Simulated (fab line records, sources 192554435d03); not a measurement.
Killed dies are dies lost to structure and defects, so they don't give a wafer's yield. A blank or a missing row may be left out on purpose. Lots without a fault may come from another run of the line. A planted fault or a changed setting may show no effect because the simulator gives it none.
fab line records | flow n5_finfet | part 1 of 2: steps 1 to 3 of 6
record lots=24 wafers=72 last_day=17
route steps=1938 shown BEOL_M9@1448 BEOL_M10@1471 BEOL_M11@1551
lots that met no fault: from a run of the same line without faults
start_h: hours from the record's first day to the start of the lot's first wafer shown | wait_h: hours since the lot's step before | " the same as in the row above | L1.1+2: a row that stands for several wafers | - no value, or no start given | * or withheld: withheld | < > ~ a bound
route shown NAME@n: a module of which the file shows steps, and the number in the route of the first | usual: mean/standard deviation of fault-free wafers | same: alike in all rows | chamber/n: place in a boat | sites: the reading at each site | _std_site: their standard deviation | _edge_site: outer sites' mean less inner sites' | radius_mm: how far each site lies from the wafer's centre | mask NAME#n: copy n | behind: the tool/chamber that last shaped the wafer | hold: why the lot was held/for how many hours/how that ended | device: the transistor (n, p or np) that didn't switch | end of line: the same wafers' tests at the end of the route | a step without rows: its recipe alone | killed: dies lost to structure and defects at the first sort, not the wafer's yield | map: a wafer's dies, x killed, . not, _ none there
set.NAME: the setting as run; set.NAME@STEP: as run at that earlier step | model.NAME: the simulator's own value behind a step, which no gauge read
steps of the route over a sample of lots; a table a step, a row a wafer
services: from which hour (start_h, from the record's first day; less than 0 if before it) a tool's chamber was out of use, for how many hours, and why
## steps
# step N5_BEOL_M9_STRIP_80
# recipe chemistry=N2/H2 time_s=10 power_w=450 temp_c=40 pressure_mtorr=20 rf_frequency_hz=6e+07 bias_power_w=7 n2_flow_sccm=200 h2_flow_sccm=200
# usual drypump_motor_current_A=5.9/0.48 oes_product_au=0.82/0.086 rf_vpp_V=59.1/0.84 showerhead_plenum_p_Torr=2.53/0.065 throttle_valve_pct=23.5/0.45
# columns lot.wafer tool chamber start_h wait_h drypump_motor_current_A oes_product_au rf_hours_counter_h rf_vpp_V showerhead_plenum_p_Torr throttle_valve_pct
L075.1 rie_diel-02 0 - - 6.3 0.69 224 59.1 2.59 23.1
L075.2 " 2 " " 6.1 0.97 7 58.9 2.52 24.2
L075.5 " 1 " " 6.7 0.78 - 60.6 2.56 23.3
L074.2 rie_diel-03 1 - - 5.7 0.73 188 58.0 2.38 23.4
L074.4 " 2 " " 6.6 0.93 24 58.5 2.57 22.8
L074.5 " 3 " " 5.7 0.67 - 59.0 2.61 23.9
L076.3 rie_diel-03 0 - - 6.2 0.94 15 60.1 2.50 23.4
L076.5 " 2 " " 6.6 0.94 - 57.3 2.57 22.8
L076.6 " 3 " " 5.8 0.68 - 58.9 2.61 23.8
L077.2 rie_diel-06 0 - - 6.1 0.82 97 59.1 2.57 23.8
L077.3 " 1 " " 5.5 0.92 27 59.7 2.50 23.6
L077.4 " 2 " " 5.4 0.74 179 59.4 2.54 24.1
L078.2 rie_diel-06 2 - - 5.4 0.73 180 59.1 2.54 24.1
L078.3 " 3 " " 5.4 0.87 53 60.0 2.68 23.1
L078.4 " 1 " " 5.5 0.91 27 60.0 2.50 23.7
L079.2 rie_diel-02 1 - - 6.6 0.77 111 58.1 2.55 23.3
L079.3 " 2 " " 6.1 0.95 14 59.2 2.52 24.2
L079.6 " 0 " " 6.3 0.68 - 60.3 2.58 23.1
L080.3 rie_diel-03 2 - - 6.6 0.91 32 58.2 2.56 22.8
L080.4 " 3 " " 5.7 0.67 237 57.9 2.61 23.9
L080.6 " 3 " " 5.7 0.67 - 58.4 2.61 23.9
L082.1 rie_diel-02 2 - - 6.1 0.92 19 57.7 2.52 24.2
L082.2 " 1 " " 6.6 0.77 115 58.8 2.55 23.3
L082.3 " 3 " " 5.3 0.82 77 59.9 2.46 23.2
L081.3 rie_diel-03 0 - - 6.2 0.93 25 59.6 2.49 23.4
L081.4 " 2 " " 6.6 0.90 35 59.6 2.56 22.8
L081.6 " 1 " " 5.7 0.73 - 59.9 2.38 23.4
L083.2 rie_diel-06 1 - - 5.5 0.91 34 60.2 2.49 23.6
L083.5 " 3 " " 5.4 0.87 - 59.2 2.68 23.1
L083.6 " 2 " " 5.3 0.73 - 59.7 2.54 24.1
L084.2 rie_diel-03 0 - - 6.2 0.92 27 58.9 2.49 23.4
L084.3 " 1 " " 5.7 0.73 200 58.5 2.38 23.4
L084.4 " 2 " " 6.6 0.90 37 59.7 2.56 22.8
L085.1 rie_diel-02 1 - - 6.6 0.76 123 58.6 2.55 23.3
L085.4 " 3 " " 5.3 0.81 85 58.6 2.46 23.2
L085.5 " 3 " " 5.2 0.81 - 59.5 2.46 23.3
L086.1 rie_diel-06 0 - - 6.0 0.80 112 59.4 2.57 23.8
L086.2 " 1 " " 5.4 0.90 40 59.1 2.49 23.6
L086.6 " 1 " " 5.5 0.89 - 60.7 2.49 23.7
L087.1 rie_diel-02 0 - - 6.3 0.67 247 59.9 2.58 23.1
L087.2 " 3 " " 5.2 0.79 90 59.1 2.46 23.2
L087.4 " 1 " " 6.7 0.77 128 59.7 2.55 23.3
L088.2 rie_diel-03 2 - - 6.6 0.87 48 58.0 2.56 22.8
L088.5 " 1 " " 5.7 0.73 - 59.2 2.38 23.4
L088.6 " 2 " " 6.6 0.88 - 58.9 2.56 22.8
L089.1 rie_diel-06 1 - - 5.5 0.89 45 58.0 2.49 23.7
L089.4 " 2 " " 5.4 0.72 202 59.0 2.53 24.1
L089.6 " 1 " " 5.5 0.89 - 57.8 2.49 23.6
L090.1 rie_diel-06 0 - - 6.0 0.79 120 59.9 2.56 23.8
L090.3 " 2 " " 5.3 0.71 204 60.5 2.53 24.1
L090.5 " 0 " " 6.1 0.79 - 58.1 2.57 23.8
L091.2 rie_diel-02 1 - - 6.7 0.75 134 59.5 2.54 23.3
L091.4 " 3 " " 5.2 0.78 - 59.4 2.46 23.3
L091.6 " 2 " " 6.1 0.87 - 57.6 2.51 24.2
L092.2 rie_diel-02 1 - - 6.6 0.76 137 59.2 2.54 23.3
L092.4 " 0 " " 6.3 0.97 1 60.6 2.58 22.7
L092.6 " 1 " " 6.6 0.75 - 59.6 2.54 23.4
L093.2 rie_diel-02 0 - - 6.3 0.95 4 58.5 2.57 22.7
L093.3 " 2 " " 6.1 0.87 45 58.2 2.51 24.3
L093.5 " 3 " " 5.3 0.78 - 59.4 2.45 23.3
L094.1 rie_diel-06 2 - - 5.3 0.70 211 60.2 2.53 24.1
L094.5 " 3 " " 5.4 0.83 - 60.0 2.66 23.2
L094.6 " 0 " " 6.0 0.79 - 60.0 2.56 23.8
L095.1 rie_diel-02 0 - - 6.3 0.93 8 59.4 2.57 22.7
L095.2 " 1 " " 6.6 0.75 144 58.8 2.54 23.4
L095.5 " 2 " " 6.1 0.87 - 59.1 2.51 24.3
L097.3 rie_diel-02 0 - - 6.3 0.93 9 60.7 2.57 22.7
L097.5 " 0 " " 6.3 0.93 - 58.3 2.57 22.7
L097.6 " 1 " " 6.6 0.75 - 61.3 2.54 23.4
L096.2 rie_diel-02 2 - - 6.2 0.87 50 59.3 2.51 24.3
L096.4 " 0 " " 6.3 0.94 9 59.0 2.57 22.7
L096.6 " 0 " " 6.3 0.93 - 58.4 2.57 22.7
# step N5_BEOL_M10_CURE_71
# recipe temp_c=385 time_s=240 ambient=He/Ar material=SiCOH_lowk
# usual lamp_power_pct=52.31/0.057 wafer_temp_C_max=386.8/0.52
# columns lot.wafer tool chamber start_h wait_h lamp_power_pct wafer_temp_C_max
L074.2 uv_cure-03 2 223.52 0.2 52.28 387.1
L074.4 " 2 " " 52.32 388.0
L074.5 " 2 " " 52.30 387.7
L075.1 uv_cure-01 2 223.59 0.0 52.26 386.8
L075.2 " 2 " " 52.40 386.9
L075.5 " 2 " " 52.21 386.6
L076.3 uv_cure-02 1 226.76 0.2 52.29 386.1
L076.5 " 1 " " 52.25 387.3
L076.6 " 1 " " 52.31 386.6
L077.2 uv_cure-02 0 243.15 0.1 52.44 386.5
L077.3 " 0 " " 52.25 385.8
L077.4 " 0 " " 52.33 386.0
L078.2 uv_cure-03 0 245.05 0.1 52.30 386.9
L078.3 " 0 " " 52.31 386.6
L078.4 " 0 " " 52.33 386.9
L079.2 uv_cure-02 2 246.51 0.1 52.39 386.2
L079.3 " 2 " " 52.30 386.2
L079.6 " 2 " " 52.28 386.1
L080.3 uv_cure-02 1 254.30 0.2 52.26 386.4
L080.4 " 1 " " 52.35 386.9
L080.6 " 1 " " 52.24 387.3
L082.1 uv_cure-02 1 261.38 0.0 52.26 386.7
L082.2 " 1 " " 52.28 387.2
L082.3 " 1 " " 52.33 387.0
L081.3 uv_cure-03 2 261.81 0.2 52.29 387.3
L081.4 " 2 " " 52.32 386.8
L081.6 " 2 " " 52.37 387.6
L083.2 uv_cure-03 2 266.90 0.1 52.29 387.0
L083.5 " 2 " " 52.27 387.9
L083.6 " 2 " " 52.31 387.4
L084.2 uv_cure-01 0 267.34 0.2 52.35 387.4
L084.3 " 0 " " 52.40 388.0
L084.4 " 0 " " 52.33 387.6
L085.1 uv_cure-03 2 289.13 0.2 52.30 388.0
L085.4 " 2 " " 52.29 387.0
L085.5 " 2 " " 52.34 388.0
L086.1 uv_cure-03 0 293.59 0.2 52.28 386.3
L086.2 " 0 " " 52.35 387.0
L086.6 " 0 " " 52.19 386.6
L088.2 uv_cure-01 1 303.51 0.4 52.22 386.9
L088.5 " 1 " " 52.27 385.9
L088.6 " 1 " " 52.25 385.9
L087.1 uv_cure-01 2 303.91 0.3 52.25 386.7
L087.2 " 2 " " 52.34 386.3
L087.4 " 2 " " 52.39 386.4
L089.1 uv_cure-01 2 312.60 0.0 52.29 386.2
L089.4 " 2 " " 52.17 386.5
L089.6 " 2 " " 52.21 386.8
L090.1 uv_cure-03 1 323.56 0.0 52.34 387.3
L090.3 " 1 " " 52.26 386.7
L090.5 " 1 " " 52.36 386.4
L091.2 uv_cure-01 1 323.74 0.1 52.26 386.7
L091.4 " 1 " " 52.33 386.4
L091.6 " 1 " " 52.34 386.3
L092.2 uv_cure-01 1 333.44 0.2 52.32 386.9
L092.4 " 1 " " 52.35 386.3
L092.6 " 1 " " 52.37 386.8
L093.2 uv_cure-03 2 344.10 0.1 52.26 386.7
L093.3 " 2 " " 52.35 386.7
L093.5 " 2 " " 52.30 387.7
L094.1 uv_cure-02 1 344.87 0.0 52.30 386.0
L094.5 " 1 " " 52.23 386.4
L094.6 " 1 " " 52.31 386.0
L095.1 uv_cure-02 1 355.63 0.6 52.39 386.9
L095.2 " 1 " " 52.36 387.3
L095.5 " 1 " " 52.40 387.3
L097.3 uv_cure-02 1 358.19 0.2 52.38 386.4
L097.5 " 1 " " 52.31 386.8
L097.6 " 1 " " 52.36 386.6
L096.2 uv_cure-01 2 358.37 0.1 52.34 385.7
L096.4 " 2 " " 52.36 386.4
L096.6 " 2 " " 52.25 386.4
# step N5_BEOL_M10_DESCUM_33
# recipe chemistry=O2 time_s=7.9 source_power_w=50 bias_power_w=20 pressure_mtorr=20 rf_frequency_hz=2.712e+07 temp_c=40 resist=CAR-ArF o2_flow_sccm=225
# usual drypump_motor_current_A=5.5/0.37 oes_product_au=0.81/0.082 rf_vpp_V=243.2/1.7 showerhead_plenum_p_Torr=2.09/0.085 throttle_valve_pct=20.4/0.32
# columns lot.wafer tool chamber start_h wait_h drypump_motor_current_A oes_product_au rf_hours_counter_h rf_vpp_V showerhead_plenum_p_Torr throttle_valve_pct
L075.1 rie_diel-01 1 227.02 0.0 5.2 0.76 171 243.2 2.06 20.4
L075.2 " 2 " " 5.4 0.81 89 244.5 2.16 20.7
L075.5 " 2 " " 5.4 0.81 - 244.2 2.16 20.7
L074.2 rie_diel-04 1 231.53 0.4 5.6 0.99 10 243.3 2.20 20.0
L074.4 " 2 " " 5.7 0.98 0 242.4 2.12 20.4
L074.5 " 0 " " 6.0 0.88 - 243.8 2.13 20.2
L076.3 rie_diel-01 3 231.67 0.3 5.9 0.70 218 245.0 2.19 20.8
L076.5 " 2 " " 5.4 0.80 - 244.1 2.16 20.7
L076.6 " 1 " " 5.2 0.75 - 242.1 2.06 20.4
L077.2 rie_diel-05 1 246.96 0.0 5.5 0.77 94 241.3 2.03 20.2
L077.3 " 3 " " 5.0 0.69 241 244.8 2.14 20.5
L077.4 " 2 " " 5.7 0.75 - 239.1 1.93 21.0
L078.2 rie_diel-01 1 250.71 0.0 5.2 0.74 179 243.5 2.06 20.5
L078.3 " 2 " " 5.4 0.80 97 244.3 2.15 20.7
L078.4 " 3 " " 5.9 0.69 224 245.1 2.18 20.8
L079.2 rie_diel-05 2 251.22 0.4 5.7 0.74 168 238.4 1.93 21.0
L079.3 " 1 " " 5.6 0.77 96 242.6 2.02 20.2
L079.6 " 1 " " 5.6 0.77 - 241.7 2.02 20.2
L080.3 rie_diel-04 0 259.36 1.2 6.1 0.87 41 244.3 2.13 20.2
L080.4 " 3 " " 5.1 0.86 31 245.8 2.14 19.9
L080.6 " 3 " " 5.1 0.86 - 244.3 2.14 19.9
L082.1 rie_diel-04 2 265.49 0.2 5.7 0.91 15 243.3 2.12 20.4
L082.2 " 3 " " 5.1 0.86 34 243.5 2.14 19.9
L082.3 " 1 " " 5.6 0.95 24 247.2 2.20 20.1
L081.3 rie_diel-04 1 267.36 0.0 5.6 0.94 24 244.6 2.20 20.1
L081.4 " 2 " " 5.7 0.91 15 245.0 2.12 20.4
L081.6 " 2 " " 5.7 0.91 - 243.1 2.12 20.4
L083.2 rie_diel-04 2 273.06 0.1 5.7 0.90 18 243.4 2.12 20.4
L083.5 " 0 " " 6.0 0.85 - 244.4 2.12 20.2
L083.6 " 1 " " 5.6 0.95 - 246.6 2.20 20.1
L084.2 rie_diel-05 2 273.89 0.7 5.7 0.74 178 240.5 1.92 21.0
L084.3 " 1 " " 5.6 0.76 106 242.4 2.02 20.2
L084.4 " 2 " " 5.7 0.74 - 239.4 1.92 21.0
L085.1 rie_diel-05 2 297.23 0.0 5.7 0.73 188 239.4 1.92 21.0
L085.4 " 0 " " 4.8 0.69 - 241.5 1.95 20.4
L085.5 " 2 " " 5.7 0.73 - 239.4 1.92 21.0
L086.1 rie_diel-05 1 299.66 0.2 5.6 0.74 117 242.0 2.02 20.3
L086.2 " 2 " " 5.7 0.73 189 240.4 1.92 21.0
L086.6 " 1 " " 5.6 0.75 - 241.9 2.02 20.3
L088.2 rie_diel-01 1 309.68 0.0 5.2 0.73 197 242.7 2.05 20.5
L088.5 " 0 " " 6.0 0.84 - 242.8 2.00 20.1
L088.6 " 3 " " 5.9 0.68 - 243.2 2.18 20.8
L087.1 rie_diel-04 2 309.99 0.2 5.7 0.87 31 244.8 2.11 20.4
L087.2 " 0 " " 6.0 0.83 59 244.1 2.12 20.2
L087.4 " 1 " " 5.6 0.91 37 243.7 2.19 20.1
L089.1 rie_diel-04 2 320.27 0.0 5.6 0.87 35 244.2 2.11 20.5
L089.4 " 3 " " 5.0 0.83 54 244.1 2.13 20.0
L089.6 " 3 " " 5.1 0.82 - 245.3 2.13 20.0
L090.1 rie_diel-05 3 327.25 0.0 5.0 0.93 8 244.4 2.14 20.1
L090.3 " 0 " " 4.9 0.68 245 242.1 1.95 20.5
L090.5 " 1 " " 5.5 0.74 - 243.2 2.01 20.3
L091.2 rie_diel-04 2 327.47 0.1 5.7 0.87 38 244.3 2.11 20.5
L091.4 " 0 " " 6.0 0.82 65 243.9 2.12 20.2
L091.6 " 1 " " 5.6 0.91 - 246.6 2.19 20.1
L092.2 rie_diel-04 0 336.81 0.0 6.1 0.82 67 243.7 2.12 20.2
L092.4 " 2 " " 5.7 0.86 41 243.2 2.11 20.5
L092.6 " 2 " " 5.7 0.87 - 244.0 2.11 20.5
L094.1 rie_diel-01 0 349.36 0.0 6.0 0.84 95 243.1 2.00 20.1
L094.5 " 2 " " 5.4 0.76 - 243.4 2.14 20.7
L094.6 " 0 " " 6.0 0.84 - 244.0 2.00 20.1
L093.2 rie_diel-04 0 349.53 0.0 6.0 0.82 72 244.3 2.11 20.2
L093.3 " 3 " " 5.1 0.81 65 243.6 2.13 20.0
L093.5 " 3 " " 5.1 0.81 - 243.4 2.13 20.0
L095.1 rie_diel-05 1 360.31 0.2 5.6 0.73 141 243.5 2.01 20.3
L095.2 " 0 " " 4.9 0.99 1 244.3 2.20 20.0
L095.5 " 3 " " 5.0 0.89 - 244.2 2.13 20.1
L097.3 rie_diel-04 2 360.92 0.5 5.7 0.85 50 243.4 2.11 20.5
L097.5 " 2 " " 5.7 0.86 - 242.2 2.11 20.5
L097.6 " 3 " " 5.1 0.81 - 244.2 2.13 20.0
L096.2 rie_diel-01 2 362.17 0.3 5.4 0.77 137 244.1 2.14 20.8
L096.4 " 1 " " 5.2 0.71 219 241.5 2.04 20.5
L096.6 " 2 " " 5.4 0.77 - 244.0 2.14 20.8
